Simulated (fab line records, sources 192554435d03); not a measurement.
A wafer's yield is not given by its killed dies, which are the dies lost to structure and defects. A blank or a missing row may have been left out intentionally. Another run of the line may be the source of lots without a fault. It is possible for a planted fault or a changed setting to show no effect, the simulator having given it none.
Split-lot experiment	flow n5-finfet	39 wafers read across 7 lots, on a route 1938 steps long

SPLIT DETAILS
At N5_WELL_APT_IMPLANT_31, the setting energy-kev was moved away from the recipe's 60 on 15 of the 39 wafers read, by -8.4% to +8.3%. The other wafers ran this setting at the recipe's value.

The reading is taken at the split's own step.

THE READING
In nm, at N5_WELL_APT_IMPLANT_31: implant.drp-nm, which is the simulator's own figure and was read by no gauge. There is no usual value for it anywhere in the file.

wafer	tool, chamber at the split	energy-kev as run	against the recipe	implant.drp-nm, nm	against lot-mates on the recipe
L077.1	implanter-02, 0	60	recipe	64.53	-
L077.3	implanter-02, 0	60	recipe	64.53	-
L077.6	implanter-02, 0	60	recipe	64.53	-
L077.2	implanter-02, 0	64.95	+8.3%	67.24	+2.71
L077.4	implanter-02, 0	64.95	+8.3%	67.24	+2.71
L077.5	implanter-02, 0	64.95	+8.3%	67.24	+2.71
L078.1	implanter-02, 0	60	recipe	64.53	-
L078.2	implanter-02, 0	60	recipe	64.53	-
L078.4	implanter-02, 0	60	recipe	64.53	-
L083.1	implanter-02, 0	54.96	-8.4%	61.56	-2.97
L083.4	implanter-02, 0	54.96	-8.4%	61.56	-2.97
L083.6	implanter-02, 0	54.96	-8.4%	61.56	-2.97
L083.2	implanter-02, 0	60	recipe	64.53	-
L083.3	implanter-02, 0	60	recipe	64.53	-
L083.5	implanter-02, 0	60	recipe	64.53	-
L084.1	implanter-01, 0	60	recipe	64.53	-
L084.4	implanter-01, 0	60	recipe	64.53	-
L084.6	implanter-01, 0	60	recipe	64.53	-
L084.2	implanter-01, 0	62.78	+4.6%	66.07	+1.54
L084.3	implanter-01, 0	62.78	+4.6%	66.07	+1.54
L084.5	implanter-01, 0	62.78	+4.6%	66.07	+1.54
L089.1	implanter-02, 0	60	recipe	64.53	-
L089.2	implanter-02, 0	60	recipe	64.53	-
L089.3	implanter-02, 0	60	recipe	64.53	-
L089.4	implanter-02, 0	60	recipe	64.53	-
L089.5	implanter-02, 0	60	recipe	64.53	-
L089.6	implanter-02, 0	60	recipe	64.53	-
L090.1	implanter-01, 0	60	recipe	64.53	-
L090.2	implanter-01, 0	60	recipe	64.53	-
L090.5	implanter-01, 0	60	recipe	64.53	-
L090.3	implanter-01, 0	56.97	-5.0%	62.77	-1.76
L090.4	implanter-01, 0	56.97	-5.0%	62.77	-1.76
L090.6	implanter-01, 0	56.97	-5.0%	62.77	-1.76
L093.1	implanter-01, 0	60	recipe	64.53	-
L093.3	implanter-01, 0	60	recipe	64.53	-
L093.6	implanter-01, 0	60	recipe	64.53	-
L093.2	implanter-01, 0	62.04	+3.4%	65.67	+1.14
L093.4	implanter-01, 0	62.04	+3.4%	65.67	+1.14
L093.5	implanter-01, 0	62.04	+3.4%	65.67	+1.14

FIT RESULTS
A straight line over all 39 wafers: implant.drp-nm changes by +0.341 nm for each +1% of energy-kev; r = +1.00; the points scatter about the line by 0.038 nm.
The same after taking each lot's own level away (the mean of its wafers on the recipe; 39 wafers): +0.341 nm for each +1%; r = +1.00; scatter 0.038 nm.
The reading moves by 2.9 nm for the largest change in energy-kev, on that fit.
The lots' own levels span 64.530 to 64.530 nm.
The two slopes are in agreement: the lot-to-lot level therefore moves the slope only a little.
Check: with one of the wafers moved furthest among these (-8.4%) left out of the fit, the line predicts -2.88 nm for it against its lot-mates. Against them it came out at -2.97 nm.

THE WHOLE CHAIN: every reading that the file lists as answering this split, in the file's order
step	what it does	reading	change (the file's fit)	r (the file's)
N5_WELL_APT_IMPLANT_31		implant.rp-nm (the simulator's own value, which no gauge read)	+2.16 nm for each +1% of the setting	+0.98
N5_WELL_APT_IMPLANT_31		implant.drp-nm (the simulator's own value, which no gauge read)	+0.341 nm for each +1% of the setting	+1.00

FILE'S OWN FIT
implant.drp-nm changes by +0.341 nm for each +1% of energy-kev, r = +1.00.
